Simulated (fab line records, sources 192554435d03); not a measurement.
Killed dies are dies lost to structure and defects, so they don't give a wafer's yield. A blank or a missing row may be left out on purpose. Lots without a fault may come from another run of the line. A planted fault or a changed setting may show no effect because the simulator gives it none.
Chamber matching | flow n5_finfet | N5_BEOL_M0_SAQP_SPACER2_ETCHBACK_27 on rie_diel-04: 4 sister chambers
The step etches SiO2 in CHF3/O2, target depth 22.5 nm, time 11.25 s. 4 wafers are shown with their chamber, then 9 later ones without.

WAFERS WITH THEIR CHAMBER
wafer  | chamber | drypump_motor_current_A (A)
L085.3 | 2       | 6.5
L091.1 | 1       | 6.2
L091.2 | 3       | 6.5
L091.4 | 0       | 5.4

WAFERS WITHOUT THEIR CHAMBER
wafer  | drypump_motor_current_A (A)
L093.1 | 5.4
L093.3 | 6.4
L093.6 | 6.2
L094.1 | 6.2
L094.3 | 6.5
L094.4 | 5.4
L096.1 | 6.5
L096.5 | 6.3
L096.6 | 5.4

WHICH CHAMBER EACH WENT THROUGH
wafer  | from the rows above     | in truth
L093.1 | 0                       | 0
L093.3 | can't be placed: 2 or 3 | 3
L093.6 | 1                       | 1
L094.1 | 1                       | 1
L094.3 | can't be placed: 2 or 3 | 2
L094.4 | 0                       | 0
L096.1 | can't be placed: 2 or 3 | 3
L096.5 | 1                       | 1
L096.6 | 0                       | 0
Placed correctly: 6 of 9. Can't be placed from these rows: 3 (the true chamber is among the candidates in 3). Placed wrongly: 0.
How it was worked out, from the rows above alone: a wafer's distance from a chamber is the root of the sum, over the readings, of the square of ((its reading less the chamber's mean) divided by the reading's scatter). The wafer belongs to the nearest chamber; if the next one is less than 2 further off, it can't be placed. A chamber's mean is the mean of its shown wafers. The scatter: with one shown wafer a chamber, the root of the mean of the squares of how far each hidden wafer lies from its nearest shown one.
